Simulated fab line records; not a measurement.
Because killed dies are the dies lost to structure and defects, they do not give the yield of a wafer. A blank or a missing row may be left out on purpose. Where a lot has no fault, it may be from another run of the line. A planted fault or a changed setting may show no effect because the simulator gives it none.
Which tool is to blame? | flow nand_harc | 24 lots with 72 wafers sampled at 6 steps, on a route of 1159 steps

WHAT EACH GAUGE READ, for each wafer
Not one reading of a measure or inspect step in the record can be checked against a usual standard deviation.

WHAT TOOL EACH LOT RAN ON (gives the tool, then ch and the chambers of the sampled wafers, and finally the start)
lot  | NHARC_A_STAIRCASE_DEP_259       | NHARC_A_STAIRCASE_HM_OPEN_460                 | NHARC_A_STAIRCASE_DESCUM_312       | NHARC_A_STAIRCASE_ETCH_453                    | NHARC_A_STAIRCASE_STRIP_476        | NHARC_A_STAIRCASE_DEP_322
L074 | pecvd-01 ch 1,2, day 11 15:43   | rie_diel-12 ch 0,2,3, day 11 21:38 or earlier | rie_diel-08 ch 0,3, day 11 21:38   | rie_diel-08 ch 0,1, day 12 01:50 or earlier   | rie_diel-12 ch 1,3, day 12 01:50   | pecvd-01 ch 0,2, day 12 22:43
L076 | pecvd-03 ch 0,2, day 12 02:20   | rie_diel-11 ch 0,1,2, day 12 08:45 or earlier | rie_diel-12 ch 1,3, day 12 08:45   | rie_diel-12 ch 0,3, day 12 13:29 or earlier   | rie_diel-12 ch 0,3, day 12 13:29   | pecvd-04 ch 1,2, day 13 09:00
L075 | pecvd-04 ch 1,2, day 12 05:03   | rie_diel-08 ch 0,1, day 12 11:05 or earlier   | rie_diel-08 ch 0,1, day 12 11:05   | rie_diel-08 ch 0,2,3, day 12 15:23 or earlier | rie_diel-08 ch 0,1,2, day 12 15:23 | pecvd-01 ch 1,2, day 13 08:46
L078 | pecvd-03 ch 0,1,2, day 12 14:37 | rie_diel-08 ch 0,2,3, day 12 22:20 or earlier | rie_diel-11 ch 0,1,3, day 12 22:20 | rie_diel-11 ch 0,1,3, day 13 02:34 or earlier | rie_diel-11 ch 0,2,3, day 13 02:34 | pecvd-03 ch 0,2, day 14 01:41
L077 | pecvd-04 ch 0,1, day 13 00:52   | rie_diel-08 ch 0,2,3, day 13 08:11 or earlier | rie_diel-11 ch 0,1,2, day 13 08:11 | rie_diel-11 ch 0,3, day 13 12:23 or earlier   | rie_diel-11 ch 1,2,3, day 13 12:23 | pecvd-01 ch 1,2, day 14 08:49
L079 | pecvd-04 ch 1,2, day 13 05:32   | rie_diel-12 ch 0,3, day 13 14:37 or earlier   | rie_diel-12 ch 0,2,3, day 13 14:37 | rie_diel-12 ch 1,2,3, day 13 18:42 or earlier | rie_diel-12 ch 0,1,2, day 13 18:42 | pecvd-03 ch 0,2, day 14 18:38
L080 | pecvd-04 ch 0,1,2, day 14 00:10 | rie_diel-12 ch 2,3, day 14 08:06 or earlier   | rie_diel-08 ch 0,3, day 14 08:06   | rie_diel-08 ch 0,2,3, day 14 12:26 or earlier | rie_diel-08 ch 0,1, day 14 12:26   | pecvd-01 ch 1,2, day 15 08:34
L081 | pecvd-01 ch 1,2, day 14 00:22   | rie_diel-11 ch 0,1,3, day 14 09:54 or earlier | rie_diel-12 ch 0,1,2, day 14 09:54 | rie_diel-12 ch 0,1,2, day 14 14:02 or earlier | rie_diel-12 ch 0,2,3, day 14 14:02 | pecvd-03 ch 0,1,2, day 15 08:28
L082 | pecvd-04 ch 0,2, day 14 02:10   | rie_diel-11 ch 1,3, day 14 11:36 or earlier   | rie_diel-12 ch 0,3, day 14 11:36   | rie_diel-12 ch 2,3, day 14 15:54 or earlier   | rie_diel-12 ch 0,3, day 14 15:54   | pecvd-04 ch 0,2, day 15 14:57
L083 | pecvd-04 ch 1,2, day 14 03:12   | rie_diel-08 ch 0,2,3, day 14 13:20 or earlier | rie_diel-12 ch 2,3, day 14 13:20   | rie_diel-12 ch 0,2,3, day 14 17:41 or earlier | rie_diel-12 ch 0,2,3, day 14 17:41 | pecvd-01 ch 0,1, day 15 15:08
L084 | pecvd-01 ch 0,1, day 15 14:35   | rie_diel-11 ch 1,2, day 15 20:43 or earlier   | rie_diel-12 ch 1,2,3, day 15 20:43 | rie_diel-12 ch 2,3, day 16 00:43 or earlier   | rie_diel-12 ch 1,2, day 16 00:43   | pecvd-03 ch 0,1, day 16 20:56
L085 | pecvd-01 ch 0,1, day 15 15:58   | rie_diel-11 ch 0,2,3, day 16 00:21 or earlier | rie_diel-08 ch 1,3, day 16 00:21   | rie_diel-08 ch 0,1, day 16 04:47 or earlier   | rie_diel-11 ch 0,3, day 16 04:47   | pecvd-03 ch 0,1, day 17 00:17
L088 | pecvd-01 ch 1,2, day 16 00:53   | rie_diel-08 ch 0,2,3, day 16 08:13 or earlier | rie_diel-12 ch 0,1,2, day 16 08:13 | rie_diel-12 ch 0,2, day 16 12:31 or earlier   | rie_diel-12 ch 0,2,3, day 16 12:31 | pecvd-01 ch 0,2, day 17 07:49
L091 | pecvd-03 ch 0,1,2, day 16 03:22 | rie_diel-12 ch 0,1,2, day 16 10:49 or earlier | rie_diel-08 ch 0,1, day 16 10:49   | rie_diel-08 ch 0,1,2, day 16 16:04 or earlier | rie_diel-12 ch 0,1,3, day 16 16:04 | pecvd-01 ch 0,1,2, day 17 11:29
L087 | pecvd-03 ch 0,2, day 16 09:04   | rie_diel-12 ch 1,2,3, day 16 15:52 or earlier | rie_diel-08 ch 0,1,2, day 16 15:52 | rie_diel-08 ch 2,3, day 16 20:17 or earlier   | rie_diel-11 ch 0,1,3, day 16 20:17 | pecvd-01 ch 0,1,2, day 17 17:25
L089 | pecvd-04 ch 1,2, day 16 10:57   | rie_diel-12 ch 0,2,3, day 16 17:05 or earlier | rie_diel-11 ch 0,2,3, day 16 17:05 | rie_diel-11 ch 1,2,3, day 16 21:41 or earlier | rie_diel-08 ch 1,2, day 16 21:41   | pecvd-04 ch 0,2, day 17 17:20
L092 | pecvd-03 ch 0,1,2, day 16 19:56 | rie_diel-08 ch 0,1,2, day 17 03:53 or earlier | rie_diel-11 ch 0,1, day 17 03:53   | rie_diel-11 ch 0,2, day 17 08:41 or earlier   | rie_diel-12 ch 0,1,2, day 17 08:41 | pecvd-01 ch 0, day 18 04:14
L086 | pecvd-01 ch 0,1, day 17 00:22   | rie_diel-11 ch 0,1, day 17 06:47 or earlier   | rie_diel-08 ch 0,1,2, day 17 06:47 | rie_diel-08 ch 0,1,2, day 17 12:26 or earlier | rie_diel-08 ch 0,1,3, day 17 12:26 | pecvd-04 ch 0,1, day 18 07:58
L090 | pecvd-03 ch 0,2, day 17 02:36   | rie_diel-11 ch 0,2,3, day 17 09:29 or earlier | rie_diel-12 ch 0,2,3, day 17 09:29 | rie_diel-12 ch 0,2,3, day 17 13:43 or earlier | rie_diel-12 ch 0,1,3, day 17 13:43 | pecvd-03 ch 0,1,2, day 18 07:59
L094 | pecvd-03 ch 0,1,2, day 17 06:00 | rie_diel-12 ch 0,1,3, day 17 14:20 or earlier | rie_diel-08 ch 1,2,3, day 17 14:20 | rie_diel-08 ch 0,1,2, day 17 18:44 or earlier | rie_diel-12 ch 1,2,3, day 17 18:44 | pecvd-03 ch 0,1,2, day 18 18:07
L095 | pecvd-04 ch 1,2, day 17 09:55   | rie_diel-12 ch 0,3, day 17 17:11 or earlier   | rie_diel-12 ch 0,2,3, day 17 17:11 | rie_diel-12 ch 1,2,3, day 17 21:25 or earlier | rie_diel-11 ch 0,1,2, day 17 21:25 | pecvd-03 ch 0,1,2, day 18 18:47
L093 | pecvd-03 ch 0,1, day 17 10:19   | rie_diel-08 ch 0,2,3, day 17 18:41 or earlier | rie_diel-12 ch 0,2,3, day 17 18:41 | rie_diel-12 ch 0,1,3, day 17 23:14 or earlier | rie_diel-08 ch 0,2,3, day 17 23:14 | pecvd-04 ch 0,1,2, day 18 18:29
L096 | pecvd-03 ch 0,2, day 17 16:04   | rie_diel-08 ch 0,2,3, day 17 22:29 or earlier | rie_diel-12 ch 1,2,3, day 17 22:29 | rie_diel-12 ch 0,1,3, day 18 03:45 or earlier | rie_diel-08 ch 0,2,3, day 18 03:45 | pecvd-01 ch 0,2, day 19 03:16
L097 | pecvd-04 ch 1,2, day 17 23:20   | rie_diel-12 ch 0,3, day 18 06:33 or earlier   | rie_diel-11 ch 2,3, day 18 06:33   | rie_diel-11 ch 1,2,3, day 18 13:16 or earlier | rie_diel-08 ch 2,3, day 18 13:16   | pecvd-01 ch 0,1, day 19 06:21
- NHARC_A_STAIRCASE_DEP_259: deposits SiON, target thk 30 nm.
- NHARC_A_STAIRCASE_HM_OPEN_460: chemistry O2/COS.
- NHARC_A_STAIRCASE_DESCUM_312: chemistry O2, time 3 s.
- NHARC_A_STAIRCASE_ETCH_453: etches the open film in CF4/O2, target depth 30 nm, overetch 3 nm, time 16.5 s.
- NHARC_A_STAIRCASE_STRIP_476: strips in O2, time 20 s.
- NHARC_A_STAIRCASE_DEP_322: deposits SiO2, target thk 3800 nm.

AS READ BY THE TOOLS THEMSELVES (means over the sampled wafers that have a number; for cases with no such wafer, the mark the record gives instead)
NHARC_A_STAIRCASE_DEP_259. Usual: heater_power_w reads 752 W (standard deviation 110).
lot  | tool     | heater_power_w (W) | flag
L074 | pecvd-01 | 792                |
L076 | pecvd-03 | 799                |
L075 | pecvd-04 | 687                |
L078 | pecvd-03 | 841                |
L077 | pecvd-04 | 617                |
L079 | pecvd-04 | 671                |
L080 | pecvd-04 | 653                |
L081 | pecvd-01 | 751                |
L082 | pecvd-04 | 654                |
L083 | pecvd-04 | 675                |
L084 | pecvd-01 | 882                |
L085 | pecvd-01 | 747                |
L088 | pecvd-01 | 736                |
L091 | pecvd-03 | 816                |
L087 | pecvd-03 | 784                |
L089 | pecvd-04 | 654                |
L092 | pecvd-03 | 818                |
L086 | pecvd-01 | 757                |
L090 | pecvd-03 | 679                |
L094 | pecvd-03 | 800                |
L095 | pecvd-04 | 732                |
L093 | pecvd-03 | 672                |
L096 | pecvd-03 | 826                |
L097 | pecvd-04 | 776                |

NHARC_A_STAIRCASE_HM_OPEN_460. Usual: drypump_motor_current_A 5.7 A, standard deviation 0.55; oes_product_au 0.997 a.u., standard deviation 0.0081; rf_vpp_V 467 V, standard deviation 3.1; showerhead_plenum_p_Torr 3.09 Torr, standard deviation 0.15; throttle_valve_pct 28.330 %, standard deviation 0.0097.
lot  | tool        | drypump_motor_current_A (A) | oes_product_au (a.u.) | rf_vpp_V (V) | showerhead_plenum_p_Torr (Torr) | throttle_valve_pct (%) | flag
L074 | rie_diel-12 | 5.9                         | 0.987                 | 466          | 3.07                            | 28.332                 |
L076 | rie_diel-11 | 6.1                         | 0.997                 | 466          | 3.03                            | 28.328                 |
L075 | rie_diel-08 | 5.6                         | 1.008                 | 465          | 3.00                            | 28.323                 |
L078 | rie_diel-08 | 5.2                         | 1.003                 | 466          | 3.06                            | 28.327                 |
L077 | rie_diel-08 | 5.2                         | 0.997                 | 466          | 3.06                            | 28.339                 |
L079 | rie_diel-12 | 6.3                         | 0.993                 | 466          | 3.09                            | 28.339                 |
L080 | rie_diel-12 | 5.5                         | 0.996                 | 467          | 3.03                            | 28.329                 |
L081 | rie_diel-11 | 5.7                         | 1.001                 | 465          | 2.98                            | 28.328                 |
L082 | rie_diel-11 | 5.9                         | 0.999                 | 465          | 3.02                            | 28.336                 |
L083 | rie_diel-08 | 5.2                         | 0.997                 | 468          | 3.22                            | 28.326                 |
L084 | rie_diel-11 | 6.1                         | 0.995                 | 466          | 3.07                            | 28.330                 |
L085 | rie_diel-11 | 5.6                         | 0.991                 | 465          | 2.99                            | 28.331                 |
L088 | rie_diel-08 | 5.2                         | 0.986                 | 470          | 3.21                            | 28.330                 |
L091 | rie_diel-12 | 5.9                         | 0.996                 | 466          | 3.06                            | 28.329                 |
L087 | rie_diel-12 | 5.7                         | 0.992                 | 466          | 3.14                            | 28.326                 |
L089 | rie_diel-12 | 5.9                         | 0.993                 | 465          | 3.05                            | 28.338                 |
L092 | rie_diel-08 | 5.3                         | 1.000                 | 471          | 3.27                            | 28.348                 |
L086 | rie_diel-11 | 6.1                         | 1.005                 | 464          | 2.96                            | 28.335                 |
L090 | rie_diel-11 | 5.6                         | 0.999                 | 465          | 2.98                            | 28.331                 |
L094 | rie_diel-12 | 6.2                         | 1.001                 | 468          | 3.16                            | 28.327                 |
L095 | rie_diel-12 | 6.3                         | 0.992                 | 466          | 3.08                            | 28.329                 |
L093 | rie_diel-08 | 5.2                         | 1.004                 | 469          | 3.21                            | 28.328                 |
L096 | rie_diel-08 | 5.2                         | 1.003                 | 468          | 3.21                            | 28.326                 |
L097 | rie_diel-12 | 6.2                         | 0.997                 | 468          | 3.15                            | 28.318                 |

NHARC_A_STAIRCASE_DESCUM_312. Usual: drypump_motor_current_A 5.7 A, standard deviation 0.55; oes_product_au 1.001 a.u., standard deviation 0.0086; rf_vpp_V 57.7 V, standard deviation 0.87; showerhead_plenum_p_Torr 1.90 Torr, standard deviation 0.098; throttle_valve_pct 11.310 %, standard deviation 0.0097.
lot  | tool        | drypump_motor_current_A (A) | oes_product_au (a.u.) | rf_vpp_V (V) | showerhead_plenum_p_Torr (Torr) | throttle_valve_pct (%) | flag
L074 | rie_diel-08 | 5.5                         | 0.990                 | 57.8         | 1.79                            | 11.314                 |
L076 | rie_diel-12 | 6.1                         | 0.999                 | 57.8         | 2.00                            | 11.310                 |
L075 | rie_diel-08 | 5.5                         | 1.003                 | 56.8         | 1.90                            | 11.311                 |
L078 | rie_diel-11 | 5.7                         | 0.994                 | 57.7         | 1.82                            | 11.301                 |
L077 | rie_diel-11 | 6.1                         | 1.010                 | 58.1         | 1.85                            | 11.300                 |
L079 | rie_diel-12 | 5.9                         | 1.003                 | 57.7         | 1.87                            | 11.311                 |
L080 | rie_diel-08 | 5.5                         | 1.003                 | 58.3         | 2.00                            | 11.301                 |
L081 | rie_diel-12 | 5.8                         | 0.997                 | 58.1         | 1.88                            | 11.319                 |
L082 | rie_diel-12 | 6.3                         | 0.997                 | 57.4         | 1.89                            | 11.310                 |
L083 | rie_diel-12 | 5.5                         | 0.994                 | 57.6         | 1.85                            | 11.311                 |
L084 | rie_diel-12 | 5.8                         | 0.993                 | 58.4         | 1.93                            | 11.311                 |
L085 | rie_diel-08 | 5.2                         | 0.997                 | 57.0         | 1.88                            | 11.310                 |
L088 | rie_diel-12 | 5.8                         | 1.002                 | 57.1         | 1.87                            | 11.309                 |
L091 | rie_diel-08 | 5.5                         | 1.006                 | 58.6         | 2.00                            | 11.301                 |
L087 | rie_diel-08 | 5.3                         | 1.002                 | 58.2         | 2.01                            | 11.314                 |
L089 | rie_diel-11 | 5.6                         | 0.993                 | 57.5         | 1.82                            | 11.312                 |
L092 | rie_diel-11 | 6.1                         | 1.001                 | 56.9         | 1.81                            | 11.307                 |
L086 | rie_diel-08 | 5.3                         | 1.006                 | 57.0         | 2.01                            | 11.317                 |
L090 | rie_diel-12 | 5.9                         | 0.996                 | 56.7         | 1.87                            | 11.320                 |
L094 | rie_diel-08 | 5.1                         | 1.001                 | 57.2         | 1.93                            | 11.312                 |
L095 | rie_diel-12 | 5.9                         | 1.006                 | 58.6         | 1.86                            | 11.310                 |
L093 | rie_diel-12 | 5.9                         | 1.006                 | 57.7         | 1.86                            | 11.303                 |
L096 | rie_diel-12 | 5.8                         | 1.005                 | 57.8         | 1.92                            | 11.309                 |
L097 | rie_diel-11 | 5.2                         | 1.000                 | 57.9         | 1.83                            | 11.312                 |

NHARC_A_STAIRCASE_ETCH_453. Usual: drypump_motor_current_A 5.7 A, standard deviation 0.53; oes_product_au 0.999 a.u., standard deviation 0.0087; rf_vpp_V 197.6 V, standard deviation 1.5; showerhead_plenum_p_Torr 1.33 Torr, standard deviation 0.068; throttle_valve_pct 13.398 %, standard deviation 0.0092.
lot  | tool        | drypump_motor_current_A (A) | oes_product_au (a.u.) | rf_vpp_V (V) | showerhead_plenum_p_Torr (Torr) | throttle_valve_pct (%) | flag
L074 | rie_diel-08 | 5.6                         | 1.006                 | 197.3        | 1.28                            | 13.397                 |
L076 | rie_diel-12 | 6.3                         | 0.995                 | 197.3        | 1.32                            | 13.406                 |
L075 | rie_diel-08 | 5.2                         | 0.994                 | 197.6        | 1.31                            | 13.393                 |
L078 | rie_diel-11 | 5.7                         | 0.993                 | 196.7        | 1.28                            | 13.397                 |
L077 | rie_diel-11 | 5.5                         | 0.998                 | 195.8        | 1.26                            | 13.391                 |
L079 | rie_diel-12 | 5.8                         | 0.999                 | 197.1        | 1.35                            | 13.396                 |
L080 | rie_diel-08 | 5.2                         | 0.992                 | 197.9        | 1.38                            | 13.406                 |
L081 | rie_diel-12 | 5.9                         | 0.994                 | 196.8        | 1.31                            | 13.397                 |
L082 | rie_diel-12 | 5.8                         | 0.995                 | 198.1        | 1.34                            | 13.396                 |
L083 | rie_diel-12 | 5.9                         | 0.995                 | 196.9        | 1.30                            | 13.399                 |
L084 | rie_diel-12 | 5.8                         | 0.993                 | 198.0        | 1.34                            | 13.389                 |
L085 | rie_diel-08 | 5.6                         | 0.996                 | 200.0        | 1.42                            | 13.397                 |
L088 | rie_diel-12 | 5.6                         | 0.997                 | 196.5        | 1.25                            | 13.392                 |
L091 | rie_diel-08 | 5.3                         | 1.000                 | 199.0        | 1.40                            | 13.402                 |
L087 | rie_diel-08 | 4.9                         | 0.992                 | 197.4        | 1.36                            | 13.400                 |
L089 | rie_diel-11 | 5.7                         | 0.998                 | 197.3        | 1.29                            | 13.389                 |
L092 | rie_diel-11 | 6.0                         | 1.004                 | 196.3        | 1.27                            | 13.407                 |
L086 | rie_diel-08 | 5.3                         | 0.999                 | 199.6        | 1.40                            | 13.393                 |
L090 | rie_diel-12 | 5.9                         | 1.007                 | 197.1        | 1.30                            | 13.396                 |
L094 | rie_diel-08 | 5.3                         | 1.008                 | 199.0        | 1.40                            | 13.401                 |
L095 | rie_diel-12 | 5.7                         | 1.007                 | 197.8        | 1.34                            | 13.395                 |
L093 | rie_diel-12 | 6.2                         | 1.001                 | 198.4        | 1.35                            | 13.397                 |
L096 | rie_diel-12 | 6.1                         | 1.001                 | 197.2        | 1.35                            | 13.396                 |
L097 | rie_diel-11 | 5.7                         | 0.996                 | 196.8        | 1.29                            | 13.389                 |

NHARC_A_STAIRCASE_STRIP_476. Usual: drypump_motor_current_A 5.7 A, standard deviation 0.55; oes_product_au 0.997 a.u., standard deviation 0.0075; rf_vpp_V 57.8 V, standard deviation 0.94; showerhead_plenum_p_Torr 3.51 Torr, standard deviation 0.17; throttle_valve_pct 17.036 %, standard deviation 0.0098.
lot  | tool        | drypump_motor_current_A (A) | oes_product_au (a.u.) | rf_vpp_V (V) | showerhead_plenum_p_Torr (Torr) | throttle_valve_pct (%) | flag
L074 | rie_diel-12 | 6.0                         | 1.000                 | 58.0         | 3.69                            | 17.037                 |
L076 | rie_diel-12 | 6.2                         | 0.995                 | 58.1         | 3.58                            | 17.037                 |
L075 | rie_diel-08 | 5.3                         | 0.999                 | 57.7         | 3.54                            | 17.034                 |
L078 | rie_diel-11 | 5.6                         | 1.002                 | 58.5         | 3.39                            | 17.031                 |
L077 | rie_diel-11 | 5.8                         | 0.994                 | 57.4         | 3.43                            | 17.035                 |
L079 | rie_diel-12 | 5.8                         | 0.987                 | 57.6         | 3.46                            | 17.037                 |
L080 | rie_diel-08 | 5.6                         | 1.008                 | 58.8         | 3.75                            | 17.038                 |
L081 | rie_diel-12 | 5.9                         | 0.993                 | 58.0         | 3.45                            | 17.023                 |
L082 | rie_diel-12 | 6.3                         | 0.988                 | 58.2         | 3.49                            | 17.038                 |
L083 | rie_diel-12 | 5.9                         | 1.000                 | 57.8         | 3.45                            | 17.032                 |
L084 | rie_diel-12 | 5.4                         | 1.007                 | 57.1         | 3.43                            | 17.031                 |
L085 | rie_diel-11 | 5.5                         | 0.986                 | 57.9         | 3.32                            | 17.038                 |
L088 | rie_diel-12 | 5.9                         | 0.988                 | 58.0         | 3.45                            | 17.040                 |
L091 | rie_diel-12 | 6.2                         | 0.994                 | 58.3         | 3.57                            | 17.036                 |
L087 | rie_diel-11 | 5.7                         | 1.004                 | 56.5         | 3.36                            | 17.033                 |
L089 | rie_diel-08 | 5.0                         | 1.005                 | 57.6         | 3.66                            | 17.035                 |
L092 | rie_diel-12 | 5.9                         | 0.997                 | 58.2         | 3.45                            | 17.035                 |
L086 | rie_diel-08 | 5.4                         | 0.995                 | 58.0         | 3.60                            | 17.031                 |
L090 | rie_diel-12 | 6.2                         | 0.995                 | 57.2         | 3.57                            | 17.025                 |
L094 | rie_diel-12 | 5.8                         | 1.006                 | 57.7         | 3.54                            | 17.031                 |
L095 | rie_diel-11 | 6.2                         | 0.996                 | 57.4         | 3.40                            | 17.040                 |
L093 | rie_diel-08 | 5.2                         | 1.002                 | 58.2         | 3.62                            | 17.041                 |
L096 | rie_diel-08 | 5.2                         | 1.002                 | 57.2         | 3.62                            | 17.033                 |
L097 | rie_diel-08 | 5.0                         | 1.002                 | 57.9         | 3.48                            | 17.039                 |

NHARC_A_STAIRCASE_DEP_322. Usual: heater_power_w reads 681 W (standard deviation 110).
lot  | tool     | heater_power_w (W) | flag
L074 | pecvd-01 | 748                |
L076 | pecvd-04 | 639                |
L075 | pecvd-01 | 698                |
L078 | pecvd-03 | 709                |
L077 | pecvd-01 | 717                |
L079 | pecvd-03 | 682                |
L080 | pecvd-01 | 682                |
L081 | pecvd-03 | 693                |
L082 | pecvd-04 | 618                |
L083 | pecvd-01 | 684                |
L084 | pecvd-03 | 588                |
L085 | pecvd-03 | 669                |
L088 | pecvd-01 | 742                |
L091 | pecvd-01 | 713                |
L087 | pecvd-01 | 740                |
L089 | pecvd-04 | 601                |
L092 | pecvd-01 | 743                |
L086 | pecvd-04 | 601                |
L090 | pecvd-03 | 720                |
L094 | pecvd-03 | 744                |
L095 | pecvd-03 | 649                |
L093 | pecvd-04 | 618                |
L096 | pecvd-01 | 779                |
L097 | pecvd-01 | 764                |

THE ANSWER, worked out from the rows above alone
Rule: take the mean of a lot's wafers that have a number; if it is more than 3 standard deviations from the usual mean, the lot is off. Also off: a lot with no number at a reading for which 4 or more lots have one. Where the step has rows for the other lots, those lots are counted as sound. First the gauges in route order, then the tools' own readings, where a lot's mean is used as printed above. At the first step where some lot is off, the reading lying furthest off is the one used; lots without a number count as furthest.
Across all readings shown, no lot is off: no conclusion can be drawn from this.

WHAT WAS PUT IN BY THE SIMULATOR
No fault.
